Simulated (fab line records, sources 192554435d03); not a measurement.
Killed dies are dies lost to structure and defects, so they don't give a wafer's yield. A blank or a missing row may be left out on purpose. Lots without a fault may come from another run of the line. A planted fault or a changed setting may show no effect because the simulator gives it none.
Which tool did it? | flow n5_finfet | 9 lots, 26 wafers sampled, at 7 steps of a route of 1938

WHAT THE GAUGES READ, wafer by wafer
N5_BEOL_M4_RC_MEAS_101.
lot  | measured     | on        | DIBL_N (mV/V)  | DIBL_P (mV/V)  | IOFF_N (nA/um)    | IOFF_P (nA/um)    | ION_N (uA/um) | ION_P (uA/um) | SS_N (mV/dec)  | SS_P (mV/dec)  | VT_N (mV)         | VT_P (mV)
L339 | day 11 01:40 | prober-02 | 36.6 37.0 36.9 | 38.9 39.9 39.0 | 0.186 0.209 0.191 | 0.239 0.253 0.232 | 683 693 682   | 467 470 470   | 71.1 71.8 71.4 | 74.4 73.7 73.8 | 248.0 244.0 246.5 | -248 -245 -248
L341 | day 11 17:19 | prober-01 | 35.5 35.6 34.5 | 36.4 35.9 34.3 | 0.156 0.150 0.128 | 0.206 0.193 0.184 | 684 678 677   | 467 459 465   | 71.7 71.8 71.5 | 72.9 73.1 73.3 | 251.6 252.3 252.6 | -251 -254 -252
L343 | day 11 17:20 | prober-02 | 35.8 35.8 35.5 | 36.0 36.5 35.2 | 0.152 0.151 0.148 | 0.205 0.210 0.194 | 680 669 682   | 465 458 464   | 71.8 71.4 71.0 | 73.0 73.1 73.2 | 252.3 249.7 250.3 | -252 -250 -252
L345 | day 12 02:00 | prober-01 | 34.8 38.3 37.4 | 35.7 39.0 37.6 | 0.142 0.199 0.173 | 0.203 0.261 0.230 | 668 684 665   | 463 465 458   | 71.2 72.4 72.0 | 72.7 74.4 73.6 | 250.4 245.0 249.0 | -250 -247 -251
L350 | day 14 00:28 | prober-02 | 36.4 35.2 35.3 | 36.0 34.9 34.5 | 0.158 0.139 0.131 | 0.192 0.184 0.173 | 674 671 667   | 459 460 463   | 72.3 71.1 71.5 | 73.2 73.0 72.2 | 247.5 249.5 254.4 | -252 -252 -253
L353 | day 14 11:44 | prober-01 | 36.2 35.3      | 38.9 38.1      | 0.194 0.165       | 0.254 0.232       | 695 677       | 471 464       | 72.0 72.7      | 73.8 72.7      | 247.0 248.3       | -246 -248
L354 | day 14 12:09 | prober-02 | 38.8 36.4 38.4 | 39.4 36.0 38.4 | 0.225 0.173 0.204 | 0.302 0.244 0.288 | 700 682 687   | 475 471 479   | 72.1 71.6 71.8 | 74.0 72.6 74.0 | 243.9 246.0 246.0 | -244 -245 -244
L356 | day 16 01:32 | prober-02 | 37.5 37.1 35.6 | 37.2 36.5 34.3 | 0.169 0.147 0.125 | 0.210 0.203 0.176 | 675 669 668   | 462 462 459   | 72.1 72.0 70.9 | 73.1 72.9 73.2 | 250.7 251.4 253.9 | -251 -249 -252
L358 | day 16 07:52 | prober-02 | 38.1 37.7 39.2 | 38.1 36.9 38.9 | 0.181 0.170 0.206 | 0.251 0.233 0.258 | 678 691 690   | 468 469 463   | 72.3 72.2 72.1 | 74.5 74.4 73.9 | 248.3 249.1 245.9 | -249 -247 -249

N5_BEOL_M5_THK_MEAS_53: measures by xrf.
lot  | measured     | on            | M5_THK (nm)
L339 | day 11 13:13 | film_metro-01 | 63.7 62.2 65.2
L341 | day 12 07:50 | film_metro-01 | 59.3 58.4 62.6
L343 | day 12 07:27 | film_metro-02 | 63.0 64.2 65.0
L345 | day 12 13:00 | film_metro-02 | 61.9 61.4 62.1
L350 | day 14 11:26 | film_metro-01 | 60.0 61.3 60.6
L353 | day 15 01:47 | film_metro-02 | 61.3 197.2
L354 | day 15 01:40 | film_metro-02 | 65.2 62.1 64.4
L356 | day 16 15:21 | film_metro-01 | 61.5 62.0 64.1
L358 | day 16 19:55 | film_metro-01 | 61.0 61.6 59.3

N5_BEOL_M5_INSPECT_58: inspects for defects (darkfield).
lot  | measured     | on                | raw_defect_count
L339 | day 11 13:30 | defect_inspect-01 | 46 33 47
L341 | day 12 08:19 | defect_inspect-01 | 69 47 76
L343 | day 12 07:44 | defect_inspect-02 | 99 108 65
L345 | day 12 13:18 | defect_inspect-02 | 70 79 62
L350 | day 14 11:43 | defect_inspect-02 | 67 59 49
L353 | day 15 02:04 | defect_inspect-01 | 83 1874
L354 | day 15 01:57 | defect_inspect-01 | 67 50 67
L356 | day 16 15:38 | defect_inspect-02 | 86 59 50
L358 | day 16 20:13 | defect_inspect-01 | 41 54 46

WHICH TOOL RAN EACH LOT (tool, then ch and the chambers of the sampled wafers, then the start)
lot  | N5_BEOL_M5_SURFACE_TREAT_87  | N5_BEOL_M5_SPUTTER_48        | N5_BEOL_M5_SPUTTER_88        | N5_BEOL_M5_CMP_52
L339 | pvd_sputter-02, day 11 07:51 | pvd_sputter-03, day 11 08:04 | pvd_sputter-03, day 11 11:20 | cmp-02 ch 1,3, day 11 12:55
L341 | pvd_sputter-01, day 12 02:21 | pvd_sputter-02, day 12 02:40 | pvd_sputter-02, day 12 05:56 | cmp-02 ch 1,2, day 12 07:32
L343 | pvd_sputter-01, day 12 01:37 | pvd_sputter-03, day 12 02:13 | pvd_sputter-03, day 12 05:29 | cmp-02 ch 0,1,2, day 12 07:12
L345 | pvd_sputter-03, day 12 07:35 | pvd_sputter-02, day 12 07:49 | pvd_sputter-02, day 12 11:05 | cmp-04 ch 0,2,3, day 12 12:43
L350 | pvd_sputter-02, day 14 06:02 | pvd_sputter-03, day 14 06:17 | pvd_sputter-03, day 14 09:33 | cmp-03 ch 1,2,3, day 14 11:08
L353 | pvd_sputter-03, day 14 20:05 | pvd_sputter-03, day 14 20:26 | pvd_sputter-03, day 14 23:42 | cmp-02 ch 0,1, day 15 01:29
L354 | pvd_sputter-01, day 14 19:59 | pvd_sputter-01, day 14 20:25 | pvd_sputter-01, day 14 23:41 | cmp-03 ch 1,3, day 15 01:22
L356 | pvd_sputter-02, day 16 09:22 | pvd_sputter-03, day 16 09:50 | pvd_sputter-03, day 16 13:05 | cmp-04 ch 0,2,3, day 16 15:03
L358 | pvd_sputter-01, day 16 14:08 | pvd_sputter-03, day 16 14:35 | pvd_sputter-03, day 16 17:50 | cmp-04 ch 1,2,3, day 16 19:44
- N5_BEOL_M5_SURFACE_TREAT_87
- N5_BEOL_M5_SPUTTER_48: material Cu, target thk 15 nm, time 27.62 s.
- N5_BEOL_M5_SPUTTER_88: material Cu, target thk 15 nm, time 27.62 s.
- N5_BEOL_M5_CMP_52: polishes, stops on SiCOH lowk, t overpolish 6.9 s, target thk 62 nm.

WHAT THE TOOLS THEMSELVES READ (means of the sampled wafers that have a number; where no wafer has one, the mark that the record gives instead)
N5_BEOL_M5_SPUTTER_48.
lot  | tool           | susceptor_temp_C (C) | throttle_valve_pct (%)
L339 | pvd_sputter-03 | -19.97               | 28.4
L341 | pvd_sputter-02 | -20.02               | 29.5
L343 | pvd_sputter-03 | -19.87               | 28.7
L345 | pvd_sputter-02 | -19.96               | 29.5
L350 | pvd_sputter-03 | -20.06               | 28.9
L353 | pvd_sputter-03 | -20.11               | 28.4
L354 | pvd_sputter-01 | -20.12               | 29.9
L356 | pvd_sputter-03 | -19.91               | 29.6
L358 | pvd_sputter-03 | -19.91               | 29.3

N5_BEOL_M5_SPUTTER_88.
lot  | tool           | susceptor_temp_C (C) | throttle_valve_pct (%)
L339 | pvd_sputter-03 | -20.05               | 28.4
L341 | pvd_sputter-02 | -20.05               | 29.5
L343 | pvd_sputter-03 | -20.07               | 28.6
L345 | pvd_sputter-02 | -19.89               | 29.6
L350 | pvd_sputter-03 | -19.98               | 28.8
L353 | pvd_sputter-03 | -20.06               | 28.6
L354 | pvd_sputter-01 | -19.94               | 30.1
L356 | pvd_sputter-03 | -19.81               | 29.6
L358 | pvd_sputter-03 | -19.96               | 29.2

N5_BEOL_M5_CMP_52.
lot  | tool   | barrier_field_endpoint_s (s) | motor_current_A (A) | overpolish_run_s (s) | time_to_endpoint_s (s)
L339 | cmp-02 | 24.4                         | 5.7                 | 6.897                | 64
L341 | cmp-02 | 24.4                         | 5.8                 | 6.901                | 61
L343 | cmp-02 | 25.0                         | 5.8                 | 6.908                | 64
L345 | cmp-04 | 24.6                         | 5.9                 | 6.903                | 63
L350 | cmp-03 | 24.8                         | 7.3                 | 6.905                | 59
L353 | cmp-02 | 32.9                         | 5.9                 | 3.469                | 71
L354 | cmp-03 | 24.5                         | 7.9                 | 6.897                | 64
L356 | cmp-04 | 24.0                         | 6.3                 | 6.903                | 61
L358 | cmp-04 | 24.2                         | 6.1                 | 6.895                | 58

THE ANSWER, worked out from the rows above alone
Rule: what is usual is taken from the lots themselves. Put in order of their means at a reading, lots are off if they are a third of the lots or fewer, leave a main group of 4 or more, and stand apart from it by a gap of 3 or more times the standard deviation of the main group's means; of several such gaps the widest counts. A main group whose means are all the same, to the digits that the tables above print for the reading, isn't used. A lot without any number at a reading at which 4 lots or more have one is off too. The other lots that the step has rows for count as sound. The gauges are gone through in route order, then the tools' own readings, and for those a lot's mean is taken as printed above. The first step at which some lot is off is used, and at that step the reading that is off furthest; a lot without a number counts as furthest.
Off: L353, at N5_BEOL_M5_THK_MEAS_53 (M5_THK). The main group: mean 62.2 nm, standard deviation 1.5.
A tool fits if, at a process step before that reading, it ran every lot that is off, and no sound lot after the first of them. The gauges at N5_BEOL_M5_THK_MEAS_53 aren't tried: what is off there is off at N5_BEOL_M5_INSPECT_58 too, on other tools, and a gauge's error can't cause that. Can't be told from this: 2 tools fit, pvd_sputter-03 at N5_BEOL_M5_SURFACE_TREAT_87, cmp-02 at N5_BEOL_M5_CMP_52.

WHAT THE SIMULATOR HAD PUT IN
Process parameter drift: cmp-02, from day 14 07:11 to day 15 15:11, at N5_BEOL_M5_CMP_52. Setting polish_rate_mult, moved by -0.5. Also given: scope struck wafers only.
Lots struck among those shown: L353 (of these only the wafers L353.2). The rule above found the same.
